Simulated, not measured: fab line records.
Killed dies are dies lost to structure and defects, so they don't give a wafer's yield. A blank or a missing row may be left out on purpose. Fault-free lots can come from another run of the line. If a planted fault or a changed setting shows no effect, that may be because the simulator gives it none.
fab line records    flow n5Finfet
record lots=6  wafers=18  lastDay=18
route steps=1938 shown BEOL_M3@981 BEOL_M4@1111 PASSIVATION@1936
lots that met no fault: taken from a fault-free run of the same line
startH: hours from the record's opening day to when the first of the lot's shown wafers began    waitH: hours elapsed since this lot's preceding step    " repeats the value in the row above    L1.1+2: a single row standing in for several wafers    - no value present, or no start provided    * or withheld: withheld    < > ~ a bound
route shown NAME@n: names a module that has steps shown in the file, with the first one's number in the route    usual: mean/standard deviation of fault-free wafers    same: alike in all rows    chamber/n: place in a boat    sites: per-site readings    _std_site: the standard deviation of these    _edge_site: outer sites' mean less inner sites'    radiusMm: for every site, how far away it sits from the centre of the wafer    mask NAME#n: copy n    behind: the most recent tool/chamber to have shaped the wafer    hold: why the lot was held/for how many hours/how that ended    device: the n, p or np transistor that did not switch    end of line: tests of these same wafers at the route's end    a step given without rows: its recipe and nothing more    killed: dies lost to structure and defects at the first sort, not the wafer's yield    map: a wafer's dies, marking killed ones x, the rest . and places with no die _
set.NAME: the setting the step ran with; set.NAME@STEP: the setting that earlier step ran with    model.NAME: the simulator's own value behind a step, which no gauge read
certain route steps with their lots: each step a table, each wafer a row
services: a tool's chamber out of use, with start hour (startH, from the record's first day; less than 0 if before it), hours out, and reason
## steps
# step N5_BEOL_M3_ETCH_41
# recipe chemistry=CH3F/O2  target=SiCN  targetDepthA=299  taperDeg=2  timeS=52.5  ionEnergyEv=120  maskMaterial=TiN  pressureMtorr=30  sourceW=395  biasW=75  Ar_flow_sccm=150  CH3F_flow_sccm=30  O2_flow_sccm=20
# usual drypumpMotorCurrentA=5.76/0.3  oesProductAu=0.79/0.082  rfVppV=296.7/1.6  showerheadPlenumPTorr=1.96/0.072  throttleValvePct=16.30/0.21
lot.wafer  tool        chamber  startH  waitH  drypumpMotorCurrentA  oesProductAu  rfHoursCounterH  rfVppV  showerheadPlenumPTorr  throttleValvePct
L485.3     rieDiel-05  3        -       -      5.94                  0.84          64               298.0   2.05                   16.51
L485.4     "           0        "       "      5.52                  0.99          9                298.9   2.04                   16.44
L485.5     "           1        "       "      5.76                  0.75          -                299.0   2.06                   16.20
L492.1     rieDiel-03  2        -       -      6.04                  0.70          211              294.9   1.92                   16.44
L492.5     "           2        "       "      6.05                  0.70          -                294.7   1.92                   16.46
L492.6     "           1        "       "      5.94                  0.78          -                297.9   1.99                   16.29
L493.1     rieDiel-05  1        -       -      5.77                  0.74          175              299.1   2.06                   16.23
L493.2     "           3        "       "      5.97                  0.81          82               298.9   2.04                   16.54
L493.3     "           2        "       "      5.30                  0.71          208              298.4   2.01                   16.60
L494.1     rieDiel-03  2        -       -      6.07                  0.69          218              295.1   1.92                   16.46
L494.2     "           3        "       "      5.71                  0.74          183              296.7   1.90                   16.54
L494.6     "           0        "       "      6.39                  0.88          -                295.9   1.95                   16.07
L495.2     rieDiel-06  2        -       -      5.33                  0.97          5                299.1   2.15                   16.20
L495.4     "           3        "       "      5.86                  0.78          149              296.6   1.90                   16.17
L495.6     "           2        "       "      5.35                  0.96          -                299.6   2.15                   16.20
L506.1     rieDiel-03  3        -       -      5.70                  0.74          205              294.9   1.90                   16.58
L506.4     "           2        "       "      6.04                  0.68          239              294.6   1.91                   16.51
L506.6     "           2        "       "      6.06                  0.68          -                295.2   1.91                   16.50
# step N5_BEOL_M3_STRIP_97
# recipe chemistry=N2/H2  timeS=10  powerW=450  tempC=40  pressureMtorr=20  rfFrequencyHz=6e+07  biasPowerW=7  n2FlowSccm=200  h2FlowSccm=200
# usual drypumpMotorCurrentA=5.8/0.3  oesProductAu=0.79/0.081  rfVppV=59.1/0.8  showerheadPlenumPTorr=2.50/0.091  throttleValvePct=23.71/0.26
lot.wafer  tool        chamber  startH  waitH  drypumpMotorCurrentA  oesProductAu  rfHoursCounterH  rfVppV  showerheadPlenumPTorr  throttleValvePct
L485.3     rieDiel-05  3        -       -      6.0                   0.83          64               60.1    2.60                   24.12
L485.4     "           0        "       "      5.5                   0.99          9                59.8    2.62                   23.99
L485.5     "           1        "       "      5.8                   0.75          -                59.8    2.65                   23.52
L492.1     rieDiel-03  2        -       -      6.0                   0.69          211              60.3    2.41                   23.50
L492.5     "           2        "       "      6.0                   0.69          -                58.8    2.41                   23.52
L492.6     "           1        "       "      6.0                   0.76          -                58.8    2.55                   23.76
L493.1     rieDiel-05  1        -       -      5.8                   0.73          175              59.7    2.64                   23.57
L493.2     "           3        "       "      6.0                   0.81          82               59.8    2.59                   24.14
L493.3     "           2        "       "      5.3                   0.72          208              59.5    2.48                   23.22
L494.1     rieDiel-03  2        -       -      6.1                   0.68          218              61.2    2.41                   23.52
L494.2     "           3        "       "      5.7                   0.75          183              57.9    2.43                   23.94
L494.6     "           0        "       "      6.4                   0.87          -                58.5    2.47                   23.42
L495.2     rieDiel-06  2        -       -      5.4                   0.96          5                59.6    2.74                   23.83
L495.4     "           3        "       "      5.9                   0.77          149              60.0    2.42                   23.46
L495.6     "           2        "       "      5.3                   0.96          -                60.5    2.74                   23.84
L506.1     rieDiel-03  3        -       -      5.7                   0.73          205              59.2    2.42                   23.97
L506.4     "           2        "       "      6.1                   0.67          239              57.7    2.40                   23.54
L506.6     "           2        "       "      6.1                   0.66          -                59.8    2.40                   23.54
# step N5_BEOL_M3_OCD_MEAS_38
# usual trenchDepthNm=55.4/1.3
lot.wafer  tool    chamber  startH  waitH  trenchDepthNm
L485.3     ocd-01  -        168.54  -      54.7
L485.4     "       -        "       "      57.9
L485.5     "       -        "       "      56.2
L492.1     ocd-01  -        212.63  -      55.7
L492.5     "       -        "       "      55.4
L492.6     "       -        "       "      56.4
L493.1     ocd-02  -        227.40  -      56.1
L493.2     "       -        "       "      54.4
L493.3     "       -        "       "      53.7
L494.1     ocd-02  -        230.38  -      56.7
L494.2     "       -        "       "      54.6
L494.6     "       -        "       "      54.9
L495.2     ocd-01  -        230.42  -      56.8
L495.4     "       -        "       "      57.4
L495.6     "       -        "       "      56.6
L506.1     ocd-01  -        298.32  -      54.3
L506.4     "       -        "       "      55.7
L506.6     "       -        "       "      55.2
# step N5_BEOL_M3_HM_STRIP_39
# recipe chemistry=peroxideTinStrip  material=TiN  targetDepthA=250  tempC=50  timeS=158
# step N5_BEOL_M3_SRD_40
# recipe timeS=30  tempC=23  rinseLiquid=diw  dry=ipaMarangoni
# step N5_BEOL_M3_PRECLEAN_42
# recipe chemistry=residueRemover  timeS=60  tempC=40
# step N5_BEOL_M3_SRD_43
# recipe timeS=30  tempC=23  rinseLiquid=diw  dry=ipaMarangoni
# step N5_BEOL_M3_CD_MEAS_35
# recipe targetCdNm=18  targetCdYNm=21  polarity=opening
# usual cdNm=18.2/0.51
lot.wafer  tool      chamber  startH  waitH  cdNm
L485.3     cdSem-03  -        168.70  0.0    17.6
L485.4     "         -        "       "      18.0
L485.5     "         -        "       "      18.1
L492.1     cdSem-01  -        212.78  0.0    18.5
L492.5     "         -        "       "      18.3
L492.6     "         -        "       "      18.7
L493.1     cdSem-02  -        227.55  0.0    17.8
L493.2     "         -        "       "      18.1
L493.3     "         -        "       "      18.0
L494.1     cdSem-02  -        230.55  0.0    18.2
L494.2     "         -        "       "      18.4
L494.6     "         -        "       "      18.8
L495.2     cdSem-01  -        230.57  0.0    18.2
L495.4     "         -        "       "      18.0
L495.6     "         -        "       "      19.2
L506.1     cdSem-03  -        298.48  0.0    18.5
L506.4     "         -        "       "      18.3
L506.6     "         -        "       "      17.8
# step N5_BEOL_M3_DEGAS_44
# recipe ambient=vacuum  tempC=250  timeS=60
# usual heaterPowerW=333/34
lot.wafer  tool           chamber  startH  waitH  heaterPowerW
L485.3     pvdSputter-02  -        168.99  0.3    388
L485.4     "              -        "       "      320
L485.5     "              -        "       "      389
L492.1     pvdSputter-02  -        213.01  0.2    345
L492.5     "              -        "       "      315
L492.6     "              -        "       "      381
L493.1     pvdSputter-02  -        228.04  0.5    320
L493.2     "              -        "       "      367
L493.3     "              -        "       "      389
L494.1     pvdSputter-03  -        230.78  0.2    329
L494.2     "              -        "       "      297
L494.6     "              -        "       "      343
L495.2     pvdSputter-02  -        230.82  0.2    358
L495.4     "              -        "       "      313
L495.6     "              -        "       "      374
L506.1     pvdSputter-03  -        298.79  0.3    292
L506.4     "              -        "       "      352
L506.6     "              -        "       "      341
# step N5_BEOL_M3_PRE_CLEAN_45
# recipe gas=H2/He  timeS=30  tempC=250
# usual heaterPowerW=333/34
lot.wafer  tool           chamber  startH  waitH  heaterPowerW
L485.3     pvdSputter-02  -        169.03  0.0    388
L485.4     "              -        "       "      315
L485.5     "              -        "       "      388
L492.1     pvdSputter-02  -        213.05  0.0    347
L492.5     "              -        "       "      320
L492.6     "              -        "       "      396
L493.1     pvdSputter-02  -        228.08  0.0    326
L493.2     "              -        "       "      363
L493.3     "              -        "       "      397
L494.1     pvdSputter-03  -        230.82  0.0    324
L494.2     "              -        "       "      293
L494.6     "              -        "       "      329
L495.2     pvdSputter-02  -        230.86  0.0    368
L495.4     "              -        "       "      317
L495.6     "              -        "       "      357
L506.1     pvdSputter-03  -        298.83  0.0    302
L506.4     "              -        "       "      353
L506.6     "              -        "       "      329
# step N5_BEOL_M3_ALD_84
# recipe material=TaN  targetThkA=*  tempC=275  aldPrecursorFamily=PDMAT  aldCoReactant=NH3  pressureTorr=3  carrierFlowSccm=1500  pulseTimeS=2  purgeTimeS=3  coReactantPurgeTimeS=2  coReactantPulseTimeS=3  aldCycles=30  precursorVesselTempC=75  precursorVesselPressureTorr=26.25  precursorVesselCarrierSccm=1000
# usual heaterPowerOuterW=233/35  heaterPowerW=430/52  mfcCarrierSccm=1500/4.7  precursorVesselCarrierSccm=1000/3.1
# same pulseTimeS=2
lot.wafer  tool         chamber  startH  waitH  heaterPowerOuterW  heaterPowerW  mfcCarrierSccm  precursorVesselCarrierSccm
L485.3     aldMetal-04  1        169.11  0.1    270                458           1495            998
L485.4     "            2        "       "      279                516           1498            1004
L485.5     "            0        "       "      232                449           1501            1001
L492.1     aldMetal-04  2        213.11  0.0    279                516           1499            1000
L492.5     "            0        "       "      232                440           1497            1002
L492.6     "            1        "       "      276                459           1504            999
L493.1     aldMetal-01  0        228.14  0.0    239                391           1501            1000
L493.2     "            2        "       "      237                415           1502            1001
L493.3     "            1        "       "      208                351           1500            994
L495.2     aldMetal-01  3        230.94  0.1    340                554           1496            999
L495.4     "            0        "       "      234                394           1508            1001
L495.6     "            1        "       "      210                358           1494            1002
L494.1     aldMetal-03  0        230.96  0.1    234                434           1498            1001
L494.2     "            1        "       "      200                407           1501            1006
L494.6     "            1        "       "      205                409           1503            1004
L506.1     aldMetal-03  0        298.90  0.0    233                428           1505            1003
L506.4     "            2        "       "      201                371           1494            998
L506.6     "            1        "       "      204                405           1498            1002
# step N5_BEOL_M3_SURFACE_TREAT_85
# recipe gas=Ar  timeS=*  ionEnergyEv=*  ionCurrentMaCm2=0.5  pressureMtorr=*  arFlowSccm=30
# step N5_BEOL_M3_CVD_47
# recipe material=Co  targetThkA=30  tempC=withheld  precursor=CCTBA/H2  pressureTorr=30  timeS=223.8
# usual runLengthS=246.9/0.54
lot.wafer  tool      chamber  startH  waitH  runLengthS
L485.3     cvdCo-01  2        169.65  0.2    246.5
L485.4     "         0        "       "      247.3
L485.5     "         1        "       "      246.9
L492.1     cvdCo-02  1        213.72  0.3    247.9
L492.5     "         2        "       "      246.9
L492.6     "         0        "       "      246.1
L493.1     cvdCo-01  2        228.57  0.1    246.0
L493.2     "         0        "       "      128.7
L493.3     "         1        "       "      247.3
L495.2     cvdCo-01  0        231.24  0.0    129.0
L495.4     "         0        "       "      128.7
L495.6     "         1        "       "      247.9
L494.1     cvdCo-02  0        231.30  0.1    246.1
L494.2     "         1        "       "      247.5
L494.6     "         0        "       "      246.2
L506.1     cvdCo-01  0        299.64  0.3    247.0
L506.4     "         2        "       "      246.2
L506.6     "         1        "       "      247.0
# step N5_BEOL_M3_SPUTTER_48
# recipe material=Cu  targetThkA=45  tempC=-20  chamberPressurePa=0.07  powerW=withheld  timeS=8.29
# step N5_BEOL_M4_RC_MEAS_101
# usual DIBL_N=35.8/2.2  DIBL_P=35.3/2.7  IOFF_N=0.16/0.043  IOFF_P=0.21/0.043  ION_N=676/15  ION_P=463/9.1  SS_N=71.4/0.77  SS_P=73.0/0.79  VT_N=250/4  VT_P=-249.8/2.8
lot.wafer  tool       chamber  startH  waitH  DIBL_N[mV/V]  DIBL_P[mV/V]  IOFF_N[nA/um]  IOFF_P[nA/um]  ION_N[uA/um]  ION_P[uA/um]  SS_N[mV/dec]  SS_P[mV/dec]  VT_N[mV]  VT_P[mV]
L485.3     prober-02  0        193.80  0.3    35.3          36.3          0.16           0.21           687           464           72.0          73.4          249       -248.4
L485.4     "          0        "       "      34.3          35.7          0.14           0.21           685           476           70.9          72.9          251       -246.8
L485.5     "          0        "       "      32.9          33.3          0.12           0.17           666           463           71.3          72.2          251       -248.3
L492.1     prober-02  0        228.08  0.0    34.1          31.8          0.12           0.16           665           454           70.6          72.9          253       -250.0
L492.5     "          0        "       "      36.1          33.8          0.16           0.19           689           465           71.2          72.6          248       -250.6
L492.6     "          0        "       "      37.8          36.2          0.19           0.23           676           461           71.8          73.7          249       -249.7
L493.1     prober-02  0        245.79  0.0    31.9          29.6          0.10           0.13           664           453           70.3          71.8          257       -255.3
L493.2     "          0        "       "      36.2          35.3          0.16           0.21           665           454           70.8          72.9          249       -249.0
L493.3     "          0        "       "      34.7          33.4          0.15           0.18           683           462           71.4          72.4          249       -251.4
L495.2     prober-01  0        247.74  0.2    37.8          38.9          0.19           0.25           668           459           72.5          73.8          245       -245.8
L495.4     "          0        "       "      34.4          35.1          0.12           0.18           680           466           72.0          73.0          251       -252.1
L495.6     "          0        "       "      38.4          38.3          0.21           0.23           670           450           72.7          73.3          245       -248.7
L494.1     prober-01  0        250.79  0.0    39.4          41.4          0.21           0.33           675           465           72.3          73.7          245       -242.3
L494.2     "          0        "       "      37.3          37.5          0.19           0.25           693           476           71.3          73.2          247       -245.9
L494.6     "          0        "       "      33.9          34.9          0.12           0.20           677           474           70.5          71.8          253       -248.9
L506.1     prober-02  0        316.80  0.0    35.9          36.2          0.16           0.21           684           462           71.9          72.7          248       -250.6
L506.4     "          0        "       "      34.8          34.7          0.15           0.19           682           459           71.6          72.8          249       -249.9
L506.6     "          0        "       "      30.6          30.2          0.09           0.13           650           448           70.5          70.8          256       -255.2
# step N5_PASSIVATION_PROBE_49
# usual defectLimitedYield=91.1/1.4  killed_at_M0_to_M3=34/11  killed_at_M4_up=14/5.6  killedAtContacts=13/5.9  killedAtFrontEnd=40/11  killedAtOther=4/3.1  killedDies=105/16  killedOpen=68/11  killedShort=34/8.4  sort_bin_5_function=5.2/0.86  sort_bin_6_memory=3.2/0.7  sortNPass=1074/21  sortYieldPct=91.0/1.8
# same grossDies=1180  killedAtBackSide=0  sort_bin_4_leakage[%]=0  sort_bin_8_speed[%]=0
lot.wafer  tool       chamber  startH  waitH  defectLimitedYield[%]  killed_at_M0_to_M3  killed_at_M4_up  killedAtContacts  killedAtFrontEnd  killedAtOther  killedDies  killedOpen  killedShort  sort_bin_5_function[%]  sort_bin_6_memory[%]  sortNPass  sortYieldPct[%]
L485.3     prober-02  -        295.48  0.1    90.3                   39                  7                10                55                4              115         67          41           4.5                     4.1                   1065       90.3
L485.4     prober-02  -        295.53  0.2    90.2                   30                  21               11                44                10             116         82          34           5.3                     4.5                   1064       90.2
L485.5     prober-02  -        295.58  0.2    90.3                   31                  13               18                50                3              115         69          46           5.3                     4.2                   1065       90.3
L492.1     prober-01  -        346.00  0.0    91.6                   42                  13               16                27                1              99          57          40           5.1                     3.1                   1081       91.6
L492.5     prober-01  -        346.20  0.2    91.1                   38                  18               7                 40                2              105         60          45           4.6                     3.6                   1075       91.1
L492.6     prober-01  -        346.25  0.3    88.2                   47                  13               10                66                3              139         85          46           6.2                     4.0                   1041       88.2
L495.2     prober-01  -        347.43  0.1    91.6                   27                  14               12                41                5              99          61          35           5.2                     3.1                   1081       91.6
L495.4     prober-01  -        347.53  0.2    92.5                   36                  14               8                 27                3              88          57          27           4.6                     2.7                   1092       92.5
L495.6     prober-01  -        347.63  0.3    89.7                   38                  12               11                50                10             121         69          40           5.9                     3.6                   1059       89.7
L493.1     prober-01  -        353.65  0.0    91.5                   31                  5                10                49                5              100         60          32           5.1                     2.7                   1080       91.5
L493.2     prober-01  -        353.70  0.1    93.8                   29                  4                9                 28                3              73          52          21           3.3                     2.6                   1107       93.8
L493.3     prober-01  -        353.75  0.1    91.9                   27                  9                21                38                1              96          65          31           5.0                     2.9                   1084       91.9
L494.1     prober-02  -        353.82  0.0    91.9                   47                  7                8                 29                5              96          68          28           4.9                     2.9                   1084       91.9
L494.2     prober-02  -        353.87  0.1    90.8                   38                  22               8                 36                4              108         76          30           5.6                     3.4                   1072       90.8
L494.6     prober-02  -        354.07  0.3    86.9                   98                  8                8                 35                6              155         89          65           8.0                     4.2                   1025       86.9
L506.1     prober-02  -        442.80  0.0    89.0                   22                  32               15                61                0              130         81          44           6.9                     3.2                   1050       89.0
L506.4     prober-02  -        442.95  0.2    90.4                   23                  23               13                53                1              113         72          40           6.0                     3.4                   1067       90.4
L506.6     prober-02  -        443.05  0.3    88.2                   17                  27               9                 80                6              139         86          53           6.6                     4.6                   1041       88.2
# killed by level:class
L485.3 FIN_SAQP:geometricParticle:open=12 BEOL_M2:geometricParticle:open=9 GATE_CUT:geometricParticle:short=8 BEOL_M0_SAQP:geometricParticle:short=8 STI_FIN_REVEAL:geometricParticle:open=7 MOL_CONTACT_COAG:geometricParticle:open=7 HKMG_FIN:areaEtch=7 FIN_SAQP:geometricParticle:short=6
L485.4 FIN_SAQP:geometricParticle:open=17 MOL_CONTACT_COAG:geometricParticle:open=10 BEOL_M4:geometricParticle:open=9 BEOL_M2:geometricParticle:open=8 FIN_SAQP:geometricParticle:short=7 BEOL_M0_SAQP:geometricParticle:open=7 BEOL_M0_SAQP:geometricParticle:short=5 MIM_TOP_ETCH:geometricParticle:open=4
L485.5 MOL_CONTACT_COAG:geometricParticle:open=14 FIN_SAQP:geometricParticle:open=10 FIN_SAQP:geometricParticle:short=9 BEOL_M2:geometricParticle:open=9 GATE_CUT:geometricParticle:short=7 BEOL_M0_SAQP:geometricParticle:short=7 DUMMY_GATE:geometricParticle:open=6 BEOL_M0_SAQP:geometricParticle:open=5
L492.1 BEOL_M2:geometricParticle:open=10 MOL_CONTACT_COAG:geometricParticle:open=9 BEOL_M0_SAQP:geometricParticle:open=9 BEOL_M0_SAQP:geometricParticle:short=8 BEOL_M1:geometricParticle:short=8 FIN_SAQP:geometricParticle:short=5 FIN_SAQP:geometricParticle:open=5 MOL_CONTACT_COAG:geometricParticle:short=5
L492.5 BEOL_M4:geometricParticle:open=14 BEOL_M0_SAQP:geometricParticle:short=12 FIN_SAQP:geometricParticle:short=10 GATE_CUT:geometricParticle:short=8 BEOL_M0_SAQP:geometricParticle:open=7 MOL_CONTACT_COAG:geometricParticle:open=7 GATE_CUT:geometricParticle:open=6 FIN_SAQP:geometricParticle:open=4
L492.6 FIN_SAQP:geometricParticle:open=22 BEOL_M0_SAQP:geometricParticle:short=15 BEOL_M0_SAQP:geometricParticle:open=14 STI_FIN_REVEAL:geometricParticle:open=8 GATE_CUT:geometricParticle:open=8 HKMG_FIN:areaEtch=7 GATE_CUT:geometricParticle:short=6 MOL_CONTACT_COAG:geometricParticle:open=6
L495.2 MOL_CONTACT_COAG:geometricParticle:open=10 BEOL_M4:geometricParticle:open=7 STI_FIN_REVEAL:geometricParticle:open=6 DUMMY_GATE:geometricParticle:open=6 BEOL_M0_SAQP:geometricParticle:short=6 BEOL_M2:geometricParticle:open=6 BEOL_M3:geometricParticle:open=6 FIN_SAQP:geometricParticle:short=5
L495.4 MOL_CONTACT_COAG:geometricParticle:open=8 BEOL_M2:geometricParticle:open=8 BEOL_M0_SAQP:geometricParticle:short=7 DUMMY_GATE:geometricParticle:open=6 BEOL_M3:geometricParticle:open=6 BEOL_M0_SAQP:geometricParticle:open=4 BEOL_M0:geometricParticle:open=4 BEOL_M4:geometricParticle:open=4
L495.6 FIN_SAQP:geometricParticle:short=12 BEOL_M1:geometricParticle:open=10 MOL_CONTACT_COAG:geometricParticle:open=9 BEOL_M0_SAQP:geometricParticle:short=7 BEOL_M2:geometricParticle:open=6 STARTING-WAFER:geometricParticle:open=6 HKMG_FIN:areaEtch=6 FIN_SAQP:geometricParticle:open=5
L493.1 FIN_SAQP:geometricParticle:open=14 MOL_CONTACT_COAG:geometricParticle:open=9 BEOL_M2:geometricParticle:open=9 HKMG_FIN:areaEtch=7 FIN_SAQP:geometricParticle:short=6 GATE_CUT:geometricParticle:short=6 STI_FIN_REVEAL:geometricParticle:open=5 BEOL_M0_SAQP:geometricParticle:short=4
L493.2 FIN_SAQP:geometricParticle:open=11 MOL_CONTACT_COAG:geometricParticle:open=8 BEOL_M3:geometricParticle:open=7 FIN_SAQP:geometricParticle:short=5 BEOL_M0_SAQP:geometricParticle:open=4 BEOL_M0:geometricParticle:short=4 BEOL_M1:geometricParticle:open=4 STI_FIN_REVEAL:geometricParticle:open=3
L493.3 MOL_CONTACT_COAG:geometricParticle:open=17 STI_FIN_REVEAL:geometricParticle:open=12 BEOL_M0_SAQP:geometricParticle:open=10 FIN_SAQP:geometricParticle:open=8 BEOL_M0_SAQP:geometricParticle:short=7 FIN_SAQP:geometricParticle:short=4 MOL_CONTACT_COAG:geometricParticle:short=4 STARTING-WAFER:geometricParticle:short=4
L494.1 BEOL_M1:geometricParticle:open=12 BEOL_M2:geometricParticle:open=11 BEOL_M0_SAQP:geometricParticle:open=11 FIN_SAQP:geometricParticle:short=7 DUMMY_GATE:geometricParticle:open=7 BEOL_M0_SAQP:geometricParticle:short=6 MOL_CONTACT_COAG:geometricParticle:open=4 MOL_CONTACT_COAG:geometricParticle:short=4
L494.2 BEOL_M4:geometricParticle:open=12 BEOL_M1:geometricParticle:open=9 BEOL_M0_SAQP:geometricParticle:open=8 BEOL_M2:geometricParticle:open=8 FIN_SAQP:geometricParticle:open=7 DUMMY_GATE:geometricParticle:open=7 GATE_CUT:geometricParticle:short=6 MOL_CONTACT_COAG:geometricParticle:open=5
L494.6 BEOL_M0_SAQP:geometricParticle:short=39 BEOL_M0_SAQP:geometricParticle:open=25 BEOL_M2:geometricParticle:open=15 FIN_SAQP:geometricParticle:short=8 BEOL_M3:geometricParticle:open=8 STI_FIN_REVEAL:geometricParticle:open=7 MOL_CONTACT_COAG:geometricParticle:open=7 BEOL_M1:geometricParticle:open=6
L506.1 FIN_SAQP:geometricParticle:open=20 FIN_SAQP:geometricParticle:short=19 MOL_CONTACT_COAG:geometricParticle:open=12 BEOL_M4:geometricParticle:open=10 BEOL_M5:geometricParticle:open=9 STI_FIN_REVEAL:geometricParticle:open=8 BEOL_M1:geometricParticle:open=6 BEOL_M3:geometricParticle:open=6
L506.4 FIN_SAQP:geometricParticle:short=17 FIN_SAQP:geometricParticle:open=16 BEOL_M4:geometricParticle:open=15 BEOL_M2:geometricParticle:open=9 MOL_CONTACT_COAG:geometricParticle:open=8 GATE_CUT:geometricParticle:open=5 BEOL_M3:geometricParticle:open=5 BEOL_M4:geometricParticle:short=5
L506.6 FIN_SAQP:geometricParticle:open=19 STI_FIN_REVEAL:geometricParticle:open=19 FIN_SAQP:geometricParticle:short=17 BEOL_M4:geometricParticle:open=15 BEOL_M4:geometricParticle:short=8 MOL_CONTACT_COAG:geometricParticle:open=7 GATE_CUT:geometricParticle:short=7 STI_FIN_REVEAL:geometricParticle:short=5
## services
tool           chamber  startH  hours  kind
aldMetal-01    2        150.83  5.3    repair
rieDiel-03     1        154.43  5.8    repair
rieDiel-06     3        165.87  11.5   repair
cvdCo-02       -        173.05  4.3    pm
pvdSputter-02  -        177.90  0.7    repair
rieDiel-06     2        182.28  6.3    repair
rieDiel-06     2        188.79  -      clean
rieDiel-03     3        204.13  13.8   repair
aldMetal-04    -        205.36  2.8    pm
rieDiel-06     -        216.83  4.3    pm
rieDiel-05     3        228.51  2.4    repair
rieDiel-06     2        235.86  5.7    repair
cvdCo-02       0        237.44  6.6    repair
cvdCo-01       -        243.87  2.8    pm
rieDiel-05     -        249.68  4.3    pm
cvdCo-02       -        252.23  6.9    pm
cvdCo-01       -        263.04  0.3    repair
cvdCo-01       2        267.80  8.3    repair
aldMetal-01    -        273.22  0.2    repair
aldMetal-03    2        283.38  11.2   repair
aldMetal-01    -        283.58  2.8    pm
cvdCo-02       2        288.59  3.8    repair
cvdCo-01       -        289.21  1.1    repair
rieDiel-05     -        290.91  0.9    repair
## key
firstSign step=N5_BEOL_M3_CVD_47  reading=runLengthS  direction=down  sigmas=99+  usual=*  struck=*
effect none on later readings
metAt N5_BEOL_M3_CVD_47
struckWafers L493.2,L495.2,L495.4
onsetBetween 169.65 228.57
fault kind=processParameterDrift  tool=cvdCo-01  chamber=-  onsetH=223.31  steps=N5_BEOL_M3_CVD_47  channel=timeS  offset=*  shape=step  endH=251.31  scope=struckWafersOnly  actsIn=*  stated=*
